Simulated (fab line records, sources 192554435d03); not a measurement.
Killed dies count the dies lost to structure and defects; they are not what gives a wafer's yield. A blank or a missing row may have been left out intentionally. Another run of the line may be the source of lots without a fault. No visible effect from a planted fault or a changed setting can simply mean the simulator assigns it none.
Split-lot trial || flow n5 finfet || 21 wafers read across 7 lots, on a route 1938 steps long

ON THE SPLIT
At N5_BEOL_M12_COAT_04 (resist thk 400 nm), the setting spin rpm was moved away from the recipe's 1625 rpm on 7 of the 21 wafers read, by -10.3% to +9.4%. This setting was run at the recipe's value on the other wafers.

FROM THE SPLIT TO THE READING: what the file shows between them, 4 steps
- N5_BEOL_M12_PEB_08: peb time 90 s (also split here: peb time s)
- N5_BEOL_M12_DEVELOP_09: develop time 45 s
- N5_BEOL_M12_HARDBAKE_14: time 120 s
- N5_BEOL_M12_DESCUM_15: chemistry O2, time 7.9 s

THE READING
coat_of_BEOL_M12_COAT_04.thk nm (the simulator's own value, which no gauge read), in nm, at N5_BEOL_M12_ETCH_59 (etches BARC in N2/H2, target depth 89 nm, overetch 26.7 nm, time 67.9 s). No usual value for it is given in the file. Here, 14 wafers ran the recipe; their average is 318.1 nm with a standard deviation of 2.4 nm.

{"wafer": "L074.1", "tool, chamber at the split": "litho track-01, 0", "spin rpm as run, rpm": 1458, "against the recipe": "-10.3%", "coat_of_BEOL_M12_COAT_04.thk nm, nm": 339.2, "against lot-mates on the recipe": "no lot-mate on the recipe"}
{"wafer": "L074.2", "tool, chamber at the split": "litho track-01, 0", "spin rpm as run, rpm": 1458, "against the recipe": "-10.3%", "coat_of_BEOL_M12_COAT_04.thk nm, nm": 338.6, "against lot-mates on the recipe": "no lot-mate on the recipe"}
{"wafer": "L074.5", "tool, chamber at the split": "litho track-01, 0", "spin rpm as run, rpm": 1458, "against the recipe": "-10.3%", "coat_of_BEOL_M12_COAT_04.thk nm, nm": 342, "against lot-mates on the recipe": "no lot-mate on the recipe"}
{"wafer": "L079.1", "tool, chamber at the split": "litho track-01, 0", "spin rpm as run, rpm": 1625, "against the recipe": "recipe", "coat_of_BEOL_M12_COAT_04.thk nm, nm": 312.2, "against lot-mates on the recipe": "-"}
{"wafer": "L079.3", "tool, chamber at the split": "litho track-01, 0", "spin rpm as run, rpm": 1625, "against the recipe": "recipe", "coat_of_BEOL_M12_COAT_04.thk nm, nm": 318.8, "against lot-mates on the recipe": "-"}
{"wafer": "L079.4", "tool, chamber at the split": "litho track-01, 0", "spin rpm as run, rpm": 1708, "against the recipe": "+5.1%", "coat_of_BEOL_M12_COAT_04.thk nm, nm": 305.2, "against lot-mates on the recipe": -10.3}
{"wafer": "L087.1", "tool, chamber at the split": "litho track-04, 0", "spin rpm as run, rpm": 1625, "against the recipe": "recipe", "coat_of_BEOL_M12_COAT_04.thk nm, nm": 321.8, "against lot-mates on the recipe": "-"}
{"wafer": "L087.4", "tool, chamber at the split": "litho track-04, 0", "spin rpm as run, rpm": 1625, "against the recipe": "recipe", "coat_of_BEOL_M12_COAT_04.thk nm, nm": 318.6, "against lot-mates on the recipe": "-"}
{"wafer": "L087.6", "tool, chamber at the split": "litho track-04, 0", "spin rpm as run, rpm": 1625, "against the recipe": "recipe", "coat_of_BEOL_M12_COAT_04.thk nm, nm": 321.2, "against lot-mates on the recipe": "-"}
{"wafer": "L088.3", "tool, chamber at the split": "litho track-04, 0", "spin rpm as run, rpm": 1625, "against the recipe": "recipe", "coat_of_BEOL_M12_COAT_04.thk nm, nm": 318.4, "against lot-mates on the recipe": "-"}
{"wafer": "L088.4", "tool, chamber at the split": "litho track-04, 0", "spin rpm as run, rpm": 1625, "against the recipe": "recipe", "coat_of_BEOL_M12_COAT_04.thk nm, nm": 318, "against lot-mates on the recipe": "-"}
{"wafer": "L088.5", "tool, chamber at the split": "litho track-04, 0", "spin rpm as run, rpm": 1625, "against the recipe": "recipe", "coat_of_BEOL_M12_COAT_04.thk nm, nm": 321.2, "against lot-mates on the recipe": "-"}
{"wafer": "L089.3", "tool, chamber at the split": "litho track-02, 0", "spin rpm as run, rpm": 1777, "against the recipe": "+9.4%", "coat_of_BEOL_M12_COAT_04.thk nm, nm": 298.8, "against lot-mates on the recipe": -19.0}
{"wafer": "L089.5", "tool, chamber at the split": "litho track-02, 0", "spin rpm as run, rpm": 1777, "against the recipe": "+9.4%", "coat_of_BEOL_M12_COAT_04.thk nm, nm": 300.6, "against lot-mates on the recipe": -17.2}
{"wafer": "L089.6", "tool, chamber at the split": "litho track-02, 0", "spin rpm as run, rpm": 1625, "against the recipe": "recipe", "coat_of_BEOL_M12_COAT_04.thk nm, nm": 317.8, "against lot-mates on the recipe": "-"}
{"wafer": "L094.1", "tool, chamber at the split": "litho track-04, 0", "spin rpm as run, rpm": 1760, "against the recipe": "+8.3%", "coat_of_BEOL_M12_COAT_04.thk nm, nm": 301.2, "against lot-mates on the recipe": -17.2}
{"wafer": "L094.2", "tool, chamber at the split": "litho track-04, 0", "spin rpm as run, rpm": 1625, "against the recipe": "recipe", "coat_of_BEOL_M12_COAT_04.thk nm, nm": 319, "against lot-mates on the recipe": "-"}
{"wafer": "L094.4", "tool, chamber at the split": "litho track-04, 0", "spin rpm as run, rpm": 1625, "against the recipe": "recipe", "coat_of_BEOL_M12_COAT_04.thk nm, nm": 317.8, "against lot-mates on the recipe": "-"}
{"wafer": "L097.1", "tool, chamber at the split": "litho track-01, 0", "spin rpm as run, rpm": 1625, "against the recipe": "recipe", "coat_of_BEOL_M12_COAT_04.thk nm, nm": 317.6, "against lot-mates on the recipe": "-"}
{"wafer": "L097.2", "tool, chamber at the split": "litho track-01, 0", "spin rpm as run, rpm": 1625, "against the recipe": "recipe", "coat_of_BEOL_M12_COAT_04.thk nm, nm": 315, "against lot-mates on the recipe": "-"}
{"wafer": "L097.6", "tool, chamber at the split": "litho track-01, 0", "spin rpm as run, rpm": 1625, "against the recipe": "recipe", "coat_of_BEOL_M12_COAT_04.thk nm, nm": 316.6, "against lot-mates on the recipe": "-"}

THE FIT
A straight line over all 21 wafers: coat_of_BEOL_M12_COAT_04.thk nm changes by -2.09 nm for each +1% of spin rpm; r = -0.98; the points scatter about the line by 2.3 nm.
The same after taking each lot's own level away (the mean of its wafers on the recipe; 18 wafers): -1.98 nm for each +1%; r = -0.98; scatter 1.6 nm.
On that fit, the largest move of spin rpm shifts the reading by 20 nm.
The span of the lots' own levels, 315.50 to 320.53 nm, comes to 2.1 times the standard deviation stated above.
Consequently the slope shifts little with the lot-to-lot level, the two slopes agreeing.
Check: for one of the wafers moved furthest among these (+9.4%), held out of the fit, the line's prediction against its lot-mates is -18.3 nm. Against them it came out at -19 nm.

FURTHER SPLITS ON THESE WAFERS
These wafers also went through other splits before the reading. Each is held against what the fit with the lots' levels taken away leaves over:
{"other split on the same wafers": "N5_BEOL_M11_EXPOSE_25 dose mj", "wafers away from the commonest value": 11, "r with coat_of_BEOL_M12_COAT_04.thk nm (lot level and that fit taken away)": -0.06}
{"other split on the same wafers": "N5_BEOL_M11_VIA_ETCH_34 time s", "wafers away from the commonest value": 5, "r with coat_of_BEOL_M12_COAT_04.thk nm (lot level and that fit taken away)": -0.31}
{"other split on the same wafers": "N5_BEOL_M12_PEB_08 peb time s", "wafers away from the commonest value": 5, "r with coat_of_BEOL_M12_COAT_04.thk nm (lot level and that fit taken away)": -0.15}

THE WHOLE CHAIN: every reading that the file lists as answering this split, in the file's order
{"step": "N5_BEOL_M12_COAT_04", "what it does": "resist thk 400 nm", "reading": "coat_of_BEOL_M12_COAT_04.thk nm (the simulator's own value, which no gauge read)", "change (the file's fit)": "-1.93 nm for each +1% of the setting", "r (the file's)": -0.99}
{"step": "N5_BEOL_M12_ETCH_59", "what it does": "etches BARC in N2/H2, target depth 89 nm, overetch 26.7 nm, time 67.9 s", "reading": "coat_of_BEOL_M12_COAT_04.thk nm (the simulator's own value, which no gauge read)", "change (the file's fit)": "-2 nm for each +1% of the setting", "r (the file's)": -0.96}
{"step": "N5_BEOL_M12_STRIP_63", "what it does": "strips in N2/H2", "reading": "strip time to endpoint s", "change (the file's fit)": "withheld for each +1% of the setting", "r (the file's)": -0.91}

FILE'S OWN FIT
coat_of_BEOL_M12_COAT_04.thk nm changes by -2 nm for each +1% of spin rpm, r = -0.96.
